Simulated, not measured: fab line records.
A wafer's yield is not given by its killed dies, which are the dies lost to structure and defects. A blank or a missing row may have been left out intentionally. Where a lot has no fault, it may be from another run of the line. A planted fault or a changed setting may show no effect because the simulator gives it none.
Which of the tools did it?	flow nand harc	36 wafers from 12 lots sampled at 6 of the route's 1159 steps

WHAT THE GAUGES READ, wafer by wafer
NHARC_P_START_INSPECT_01. Usual: raw defect count 3.6, standard deviation 1.8.
lot	measured	on	raw defect count	flag
L973	day 1 12:02	defect inspect-02	3 5 4	
L974	day 1 18:02	defect inspect-02	3 3 0	
L975	day 2 00:02	defect inspect-02	10 4 3	
L976	day 2 06:02	defect inspect-02	7 2 1	
L977	day 2 12:02	defect inspect-01	4 3 6	
L978	day 2 18:02	defect inspect-01	4 5 5	
L989	day 5 12:02	defect inspect-01	4 3 2	
L990	day 5 18:02	defect inspect-02	1 2 4	
L991	day 6 00:03	defect inspect-02	2 3 3	
L993	day 6 12:02	defect inspect-02	3 5 3	
L994	day 6 18:02	defect inspect-02	3 2 6	
L995	day 7 00:02	defect inspect-02	3 4 0	

NHARC_P_ZERO_WELL_CD_MEAS_52: target cd 2000 nm. Usual: cd nm 2000.1 nm, standard deviation 1.6.
lot	measured	on	cd nm (nm)	flag
L973	day 1 17:38	cd sem-02	2001.9 2001.4 1998.7	
L974	day 1 23:47	cd sem-01	2003.7 2001.2 2000.4	
L975	day 2 05:52	cd sem-02	1999.2 2001.0 1999.4	
L976	day 2 11:55	cd sem-03	1997.2 1998.2 1999.6	
L977	day 2 17:40	cd sem-01	1999.5 2000.7 1997.6	
L978	day 2 23:40	cd sem-01	- - -	OFF
L989	day 5 17:39	cd sem-03	1999.2 1999.0 2000.4	
L990	day 5 23:52	cd sem-01	1999.8 1999.4 2001.3	
L991	day 6 05:58	cd sem-03	1998.2 1999.7 1998.7	
L993	day 6 17:44	cd sem-01	2000.4 1998.7 2001.5	
L994	day 6 23:32	cd sem-03	2000.3 2000.1 2000.6	
L995	day 7 05:38	cd sem-02	2001.5 1999.4 1999.3	

NHARC_END_SORT_01. Usual: killed at array 27, standard deviation 11; killed at other 0.6, standard deviation 0.89; killed at periphery 3.0, standard deviation 2.4; killed dies 31, standard deviation 12; killed open 3.2, standard deviation 1.6; killed short 2.0, standard deviation 1.5.
lot	measured	on	killed at array	killed at other	killed at periphery	killed dies	killed open	killed short	flag
L978	day 21 00:01	prober-01	15 12 10	0 0 0	662 665 667	677 677 677	2 2 3	2 2 1	OFF

EACH LOT AND THE TOOL THAT RAN IT (in order: tool; ch and the chambers of the sampled wafers; start)
lot	NHARC_P_ZERO_WELL_EXPOSE_49	NHARC_P_ZERO_WELL_DESCUM_54	NHARC_P_STI_ETCH_42
L973	krf scanner-03 ch 0, day 1 17:29	rie diel-09 ch 0,2,3, day 1 17:49	rie diel-01 ch 0,2,3, day 2 08:59
L974	krf scanner-03 ch 0, day 1 23:38	rie diel-04 ch 1,3, day 1 23:58	rie diel-01 ch 1,3, day 2 20:16
L975	krf scanner-02 ch 0, day 2 05:42	rie diel-04 ch 2,3, day 2 06:01	rie diel-08 ch 0,1,3, day 2 20:32
L976	krf scanner-03 ch 0, day 2 11:46	rie diel-04 ch 0,2,3, day 2 12:05	rie diel-01 ch 0,1,3, day 3 08:03
L977	krf scanner-01 ch 0, day 2 17:30	rie diel-12 ch 1,2,3, day 2 17:49	rie diel-08 ch 2,3, day 3 07:53
L978	krf scanner-01 ch 0, day 2 23:31	rie diel-04 ch 0,2, day 2 23:50	-
L989	krf scanner-02 ch 0, day 5 17:30	rie diel-12 ch 2,3, day 5 17:49	rie diel-01 ch 0,1, day 6 12:00
L990	krf scanner-03 ch 0, day 5 23:43	rie diel-12 ch 1,3, day 6 00:02	rie diel-03 ch 0,3, day 6 18:29
L991	krf scanner-01 ch 0, day 6 05:49	rie diel-09 ch 0,1,2, day 6 06:08	rie diel-03 ch 1,2, day 6 23:30
L993	krf scanner-01 ch 0, day 6 17:35	rie diel-12 ch 0,1, day 6 17:54	rie diel-01 ch 0,2, day 7 13:11
L994	krf scanner-03 ch 0, day 6 23:22	rie diel-12 ch 2,3, day 6 23:41	rie diel-08 ch 0,2, day 7 16:58
L995	krf scanner-03 ch 0, day 7 05:29	rie diel-12 ch 0,1,3, day 7 05:48	rie diel-08 ch 0,1, day 8 01:34
- NHARC_P_ZERO_WELL_EXPOSE_49: exposes mask P HVPW, target cd 2000 nm.
- NHARC_P_ZERO_WELL_DESCUM_54: chemistry O2, time 3 s.
- NHARC_P_STI_ETCH_42: etches the open film in N2/H2, target depth 80 nm, overetch 24 nm, time 61 s.

WHAT THE TOOLS THEMSELVES READ (means of the sampled wafers that have a number; where no wafer has one, the mark that the record gives instead)
NHARC_P_ZERO_WELL_DESCUM_54. Usual: drypump motor current A 5.68 A, standard deviation 0.29; oes product au 0.998 a.u., standard deviation 0.0094; rf vpp V 57.8 V, standard deviation 0.89; showerhead plenum p Torr 1.93 Torr, standard deviation 0.083; throttle valve pct 11.311 %, standard deviation 0.01.
lot	tool	drypump motor current A (A)	oes product au (a.u.)	rf vpp V (V)	showerhead plenum p Torr (Torr)	throttle valve pct (%)	flag
L973	rie diel-09	5.88	0.996	58.2	1.94	11.311	
L974	rie diel-04	5.90	1.008	57.7	1.89	11.322	
L975	rie diel-04	5.48	0.993	56.5	1.84	11.309	
L976	rie diel-04	5.55	0.995	56.8	1.84	11.314	
L977	rie diel-12	5.56	1.000	57.8	2.03	11.321	
L978	rie diel-04	5.67	0.993	58.0	1.86	11.305	
L989	rie diel-12	5.83	0.989	57.6	2.03	11.311	
L990	rie diel-12	5.43	1.001	57.8	2.06	11.312	
L991	rie diel-09	5.80	0.995	57.2	1.89	11.309	
L993	rie diel-12	5.34	0.998	58.4	1.99	11.317	
L994	rie diel-12	5.83	0.991	58.5	2.03	11.311	
L995	rie diel-12	5.60	1.008	57.5	1.99	11.318	

NHARC_P_STI_ETCH_42. Usual: drypump motor current A 5.7 A, standard deviation 0.42; oes product au 1.003 a.u., standard deviation 0.0082; rf vpp V 430.5 V, standard deviation 2.7; showerhead plenum p Torr 2.03 Torr, standard deviation 0.092; throttle valve pct 14.172 %, standard deviation 0.0085.
lot	tool	drypump motor current A (A)	oes product au (a.u.)	rf vpp V (V)	showerhead plenum p Torr (Torr)	throttle valve pct (%)	flag
L973	rie diel-01	5.5	1.011	430.7	2.04	14.164	
L974	rie diel-01	6.1	1.005	427.8	1.94	14.169	
L975	rie diel-08	5.7	0.999	432.2	2.10	14.176	
L976	rie diel-01	5.8	1.004	429.6	2.01	14.177	
L977	rie diel-08	5.7	1.010	431.8	2.09	14.178	
L989	rie diel-01	5.8	1.008	430.3	2.03	14.174	
L990	rie diel-03	5.1	1.007	430.5	2.03	14.163	
L991	rie diel-03	5.6	1.005	430.7	2.06	14.165	
L993	rie diel-01	5.1	1.001	431.9	2.09	14.166	
L994	rie diel-08	6.2	1.002	430.1	2.03	14.177	
L995	rie diel-08	5.8	0.996	430.1	2.03	14.167	

THE ANSWER, worked out from the rows above alone
Rule: lot off if the mean of its wafers having a number is beyond 3 standard deviations from the usual mean. Also off: a lot with no number at a reading for which 4 or more lots have one. Where the step has rows for the other lots, those lots are counted as sound. After the gauges, taken in route order, come the tools' own readings; for these a lot's mean is taken, as printed above. At the first step where some lot is off, the reading lying furthest off is the one used; lots without a number count as furthest.
Off: L978, at NHARC_P_ZERO_WELL_CD_MEAS_52 (cd nm). Without a number there: L978.
A tool fits if, at a process step before that reading, it ran every lot that is off, and no sound lot after the first of them. Not tried: the gauges at NHARC_P_ZERO_WELL_CD_MEAS_52; whatever is off there is also off at NHARC_END_SORT_01, on other tools, and gauge error can't account for it. Of those tried, none fits.

WHAT HAD BEEN PUT IN BY THE SIMULATOR
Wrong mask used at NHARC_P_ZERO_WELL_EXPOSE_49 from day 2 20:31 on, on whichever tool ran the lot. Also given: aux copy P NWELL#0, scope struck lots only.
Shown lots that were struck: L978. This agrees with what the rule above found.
